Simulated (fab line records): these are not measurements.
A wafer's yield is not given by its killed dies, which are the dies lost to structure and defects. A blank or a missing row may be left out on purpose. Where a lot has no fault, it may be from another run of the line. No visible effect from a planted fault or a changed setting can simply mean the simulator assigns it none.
Split-lot trial	flow n5Finfet	route with 1938 steps; 7 lots, 21 wafers read

== ON THE SPLIT ==
At N5_BEOL_M1_TRENCH_ETCH_37 (etches SiOC in C4F6/O2, target depth 55.207 nm, time 29 s), the setting timeS was moved away from the recipe's 29 s on 9 of the 21 wafers read, by -15.5% to +16.7%. This setting was run at the recipe's value on the other wafers.

== FROM THE SPLIT TO THE READING: what the file shows between them, 2 steps ==
- N5_BEOL_M1_ETCH_41: etches SiCN in CH3F/O2, target depth 31.9 nm, time 57.8 s
- N5_BEOL_M1_STRIP_97: strips in N2/H2, time 10 s

== THE READING ==
trenchDepthNm, in nm, at N5_BEOL_M1_OCD_MEAS_38. A value of 54.8 nm with a standard deviation of 0.97 nm is what fault-free wafers of this fab line usually give.

wafer	tool, chamber at the split	timeS as run, s	against the recipe	trenchDepthNm, nm	against lot-mates on the recipe
L078.2	rieDiel-03, 1	29	recipe	54.1	-
L078.5	rieDiel-03, 3	29	recipe	55.5	-
L078.6	rieDiel-03, 2	29	recipe	53.6	-
L081.1	rieDiel-02, 3	29	recipe	55.8	-
L081.4	rieDiel-02, 0	29	recipe	54.6	-
L081.5	rieDiel-02, 0	29	recipe	54.1	-
L083.1	rieDiel-04, 2	33	+13.8%	63.8	+9.7
L083.2	rieDiel-04, 1	29	recipe	54.1	-
L083.3	rieDiel-04, 0	33	+13.8%	62.1	+8.0
L088.4	rieDiel-04, 3	32.34	+11.5%	64.1	+9.7
L088.5	rieDiel-04, 1	32.34	+11.5%	60.3	+5.9
L088.6	rieDiel-04, 0	29	recipe	54.4	-
L089.2	rieDiel-04, 2	24.5	-15.5%	46.5	-7.8
L089.3	rieDiel-04, 0	29	recipe	54.3	-
L089.5	rieDiel-04, 3	24.5	-15.5%	48.6	-5.7
L090.1	rieDiel-03, 1	29	recipe	53.0	-
L090.2	rieDiel-03, 2	24.55	-15.3%	46.2	-6.8
L090.4	rieDiel-03, 3	24.55	-15.3%	46.0	-7.0
L093.1	rieDiel-03, 0	33.83	+16.7%	63.4	+9.3
L093.2	rieDiel-03, 1	29	recipe	54.1	-
L093.6	rieDiel-03, 1	29	recipe	54.1	-

THE FIT
A straight line over all 21 wafers: trenchDepthNm changes by +0.55 nm for each +1% of timeS; r = +0.98; the points scatter about the line by 1.2 nm.
The same after taking each lot's own level away (the mean of its wafers on the recipe; 21 wafers): +0.531 nm for each +1%; r = +0.98; scatter 1.2 nm.
On that fit, the largest move of timeS shifts the reading by 8.9 nm.
Measured against the standard deviation above, the lots' own levels, which go from 53.00 to 54.83 nm, span 1.9 times it.
Consequently the slope shifts little with the lot-to-lot level, the two slopes agreeing.
Check: for one of the wafers moved furthest among these (+16.7%), held out of the fit, the line's prediction against its lot-mates is +9.47 nm. Against them it came out at +9.3 nm.

== FURTHER SPLITS ON THESE WAFERS ==
These wafers also went through other splits before the reading. Each is held against what the fit with the lots' levels taken away leaves over:
other split on the same wafers	wafers away from the commonest value	r with trenchDepthNm (lot level and that fit taken away)
N5_BEOL_M0_SAQP_COAT_34 spinRpm	5	+0.07
N5_BEOL_M0_ETCH_138 biasW	8	+0.09
N5_BEOL_M0_ETCH_109 biasW	5	+0.19
N5_BEOL_M1_VIA_ETCH_34 timeS	5	-0.06

== THE WHOLE CHAIN: every reading that the file lists as answering this split, in the file's order ==
step	what it does	reading	change (the file's fit)	r (the file's)
N5_BEOL_M1_TRENCH_ETCH_37	etches SiOC in C4F6/O2, target depth 55.207 nm, time 29 s	BEOL_M1.featureDepthNm (the simulator's own value, which no gauge read)	+0.53 nm for each +1% of the setting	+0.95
N5_BEOL_M1_TRENCH_ETCH_37	etches SiOC in C4F6/O2, target depth 55.207 nm, time 29 s	etch.depthNm (the simulator's own value, which no gauge read)	+0.532 nm for each +1% of the setting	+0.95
N5_BEOL_M1_OCD_MEAS_38		trenchDepthNm	+0.536 nm for each +1% of the setting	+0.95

== FILE'S OWN FIT ==
trenchDepthNm changes by +0.536 nm for each +1% of timeS, r = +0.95.
